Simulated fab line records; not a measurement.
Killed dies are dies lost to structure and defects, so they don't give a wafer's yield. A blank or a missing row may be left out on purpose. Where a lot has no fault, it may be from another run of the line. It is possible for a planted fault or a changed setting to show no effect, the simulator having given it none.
Code-filled problem report in 8D (eight disciplines) form	flow n5Finfet	the parts of the form that need people (team, actions taken, sign-off) are left out

== 1. THE ISSUE ==
Mean MD_CAP_THK at N5_MOL_CONTACT_COAG_THK_MEAS_29: 30.02 nm over 3 wafers in 2 lots; fault-free wafers: 17.91 nm, standard deviation 0.075. So: +99 or more standard deviations from the usual mean.
The first sign was on wafer L379.6 at day 8 05:51, on filmMetro-02. The record has a number at this step for 21 wafers belonging to 7 lots. By rule, "out" or "out of limits" means more than 4 standard deviations away from the usual mean. All remaining wafers that have a number are taken as sound.

== 2. WHAT IT IS AND WHAT IT IS NOT ==
question	is	is not
which readings at this step	MD_CAP_THK	-
which lots	L379, L382	L373, L376, L380, L389, L391
which wafers of those lots	L379.6, L382.5, L382.6	L379.3, L379.4, L382.4
read on which gauges	filmMetro-01, filmMetro-02	-
when	from day 8 05:51	up to then (8 sound wafers); but 10 sound wafers of L380, L382, L389, L391 came after

== 3. WHAT RULES OUT EACH SUSPECT ==
Counting: any tool at a process step up to the reading remains a suspect provided it ran every lot that is out. Sound lots after the first of them don't rule it out here, since some wafers of a struck lot are sound.
- the gauge at N5_MOL_CONTACT_COAG_THK_MEAS_29 has been ruled out. Those wafers that are out were read across 2 gauges (filmMetro-01, filmMetro-02).
- cvdW-02 at N5_HKMG_FIN_W_FILL_22 (material W, target thk 60 nm, time 18.2 s): kept. It ran every lot that is out, first L379 (day 7 10:29); its last sound lot up to then is L376 (day 6 13:40).
- rieDiel-02 at N5_GATE_CUT_ETCH_58 (etches SiNx in CH3F/O2, target depth 17 nm, time 128.6 s): kept. It ran every lot that is out, first L379 (day 7 11:40).
- aldSin-02 at N5_GATE_CUT_SAC_CAP_01 (material SiNx, target thk 24 nm, pulse time 1 s, ald cycles 480): kept. It ran every lot that is out, first L379 (day 7 12:11); its last sound lot up to then is L376 (day 6 15:08).
Still standing after the count: cvdW-02 at N5_HKMG_FIN_W_FILL_22, rieDiel-02 at N5_GATE_CUT_ETCH_58, aldSin-02 at N5_GATE_CUT_SAC_CAP_01.

== 4. THE CAUSE (what the simulator had put in) ==
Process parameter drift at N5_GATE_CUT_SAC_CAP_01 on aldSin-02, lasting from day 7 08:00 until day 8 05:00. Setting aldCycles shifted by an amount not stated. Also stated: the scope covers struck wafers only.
This tool is one of the 3 suspects left after counting.

== 5. SEQUENCE OF EFFECTS, ordered by route ==
Each row: a reading whose mean over the struck wafers that have a number lies more than 3 standard deviations from the usual. Readings are gone through only where the record gives a usual standard deviation; hours: the median, over the lots, of the time from a lot's start at the first step in this table giving one to that lot's start at this step; sigmas: the change measured in usual standard deviations.
hours	step	reading	usual	on struck wafers	change	sigmas
0	N5_GATE_CUT_ETCH_19	etchRfOnTimeS	76.5 s	67.7	-8.8	-6.8
14	N5_MOL_CONTACT_COAG_THK_MEAS_29	MD_CAP_THK	17.91 nm	30.02	+12.11	+99 or more
17	N5_MOL_CONTACT_COAG_ETCH_47	etchRfOnTimeS	31.4 s	50.8	+19.4	+44
Process steps it contains:
- N5_GATE_CUT_ETCH_19: etches SiNx in CH3F/O2, target depth 53.7 nm, time 76.7 s.
- N5_MOL_CONTACT_COAG_ETCH_47: etches SiNx in CH3F/O2, stops on W, target depth 27 nm.
At these later measuring or inspecting steps, every struck wafer for which the step has a row has a number for every such reading, and none has moved that far: N5_BEOL_M4_RC_MEAS_101.

== 6. WHAT WOULD HAVE CAUGHT IT SOONER ==
In this record the first reading out of limits at a measuring or inspecting step was taken at day 8 05:51, 22 hours after the fault began at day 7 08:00.
Of the tool readings at N5_GATE_CUT_SAC_CAP_01 for which the record gives a usual standard deviation, none was out on any struck wafer, so an alarm limit of 4 standard deviations on them would not have fired.
Lots out: 2; all had begun N5_GATE_CUT_SAC_CAP_01 on aldSin-02 by day 8 05:51. Had the tool been put on hold then, not one of them would have been saved.
